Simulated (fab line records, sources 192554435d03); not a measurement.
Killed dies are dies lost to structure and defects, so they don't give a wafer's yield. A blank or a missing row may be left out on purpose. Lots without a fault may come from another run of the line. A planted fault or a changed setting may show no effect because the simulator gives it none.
Split-lot experiment | flow n5_finfet | 7 lots, 39 wafers read, on a route of 1938 steps

THE SPLIT
At N5_WELL_APT_IMPLANT_31, the setting energy_kev was moved away from the recipe's 60 on 12 of the 39 wafers read, by -11.3% to +9.8%. The other wafers ran this setting at the recipe's value.

The reading is taken at the split's own step.

THE READING
implant.drp_nm (the simulator's own value, which no gauge read), in nm, at N5_WELL_APT_IMPLANT_31. The file gives no usual value for it.

wafer  | tool, chamber at the split | energy_kev as run | against the recipe | implant.drp_nm, nm | against lot-mates on the recipe
L080.1 | implanter-01, 0            | 60                | recipe             | 64.53              | -
L080.3 | implanter-01, 0            | 60                | recipe             | 64.53              | -
L080.6 | implanter-01, 0            | 60                | recipe             | 64.53              | -
L080.2 | implanter-01, 0            | 65.89             | +9.8%              | 67.74              | +3.21
L080.4 | implanter-01, 0            | 65.89             | +9.8%              | 67.74              | +3.21
L080.5 | implanter-01, 0            | 65.89             | +9.8%              | 67.74              | +3.21
L087.1 | implanter-02, 0            | 60                | recipe             | 64.53              | -
L087.2 | implanter-02, 0            | 60                | recipe             | 64.53              | -
L087.3 | implanter-02, 0            | 60                | recipe             | 64.53              | -
L087.4 | implanter-02, 0            | 60                | recipe             | 64.53              | -
L087.5 | implanter-02, 0            | 60                | recipe             | 64.53              | -
L087.6 | implanter-02, 0            | 60                | recipe             | 64.53              | -
L089.1 | implanter-01, 0            | 60                | recipe             | 64.53              | -
L089.2 | implanter-01, 0            | 60                | recipe             | 64.53              | -
L089.3 | implanter-01, 0            | 60                | recipe             | 64.53              | -
L089.4 | implanter-01, 0            | 60                | recipe             | 64.53              | -
L089.5 | implanter-01, 0            | 60                | recipe             | 64.53              | -
L089.6 | implanter-01, 0            | 60                | recipe             | 64.53              | -
L090.1 | implanter-02, 0            | 53.24             | -11.3%             | 60.5               | -4.03
L090.5 | implanter-02, 0            | 53.24             | -11.3%             | 60.5               | -4.03
L090.6 | implanter-02, 0            | 53.24             | -11.3%             | 60.5               | -4.03
L090.2 | implanter-02, 0            | 60                | recipe             | 64.53              | -
L090.3 | implanter-02, 0            | 60                | recipe             | 64.53              | -
L090.4 | implanter-02, 0            | 60                | recipe             | 64.53              | -
L093.1 | implanter-01, 0            | 63.25             | +5.4%              | 66.33              | +1.80
L093.3 | implanter-01, 0            | 63.25             | +5.4%              | 66.33              | +1.80
L093.6 | implanter-01, 0            | 63.25             | +5.4%              | 66.33              | +1.80
L093.2 | implanter-01, 0            | 60                | recipe             | 64.53              | -
L093.4 | implanter-01, 0            | 60                | recipe             | 64.53              | -
L093.5 | implanter-01, 0            | 60                | recipe             | 64.53              | -
L095.1 | implanter-02, 0            | 60                | recipe             | 64.53              | -
L095.3 | implanter-02, 0            | 60                | recipe             | 64.53              | -
L095.5 | implanter-02, 0            | 60                | recipe             | 64.53              | -
L095.2 | implanter-02, 0            | 65.19             | +8.7%              | 67.37              | +2.84
L095.4 | implanter-02, 0            | 65.19             | +8.7%              | 67.37              | +2.84
L095.6 | implanter-02, 0            | 65.19             | +8.7%              | 67.37              | +2.84
L096.4 | implanter-02, 0            | 60                | recipe             | 64.53              | -
L096.5 | implanter-02, 0            | 60                | recipe             | 64.53              | -
L096.6 | implanter-02, 0            | 60                | recipe             | 64.53              | -

THE FIT
A straight line over all 39 wafers: implant.drp_nm changes by +0.341 nm for each +1% of energy_kev; r = +1.00; the points scatter about the line by 0.064 nm.
The same after taking each lot's own level away (the mean of its wafers on the recipe; 39 wafers): +0.341 nm for each +1%; r = +1.00; scatter 0.064 nm.
On that fit, the largest move of energy_kev shifts the reading by 3.8 nm.
The lots' own levels span 64.530 to 64.530 nm.
So the lot-to-lot level changes the slope little: the two slopes agree.
Check: with one of the wafers moved furthest among these (-11.3%) left out of the fit, the line predicts -3.85 nm for it against its lot-mates. It came out at -4.03 nm against them.

THE WHOLE CHAIN: every reading that the file lists as answering this split, in the file's order
step                   | what it does | reading                                                         | change (the file's fit)              | r (the file's)
N5_WELL_APT_IMPLANT_31 |              | implant.rp_nm (the simulator's own value, which no gauge read)  | +2.32 nm for each +1% of the setting | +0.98
N5_WELL_APT_IMPLANT_31 |              | implant.drp_nm (the simulator's own value, which no gauge read) | +0.34 nm for each +1% of the setting | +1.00

THE FILE'S OWN FIT
implant.drp_nm changes by +0.34 nm for each +1% of energy_kev, r = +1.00.
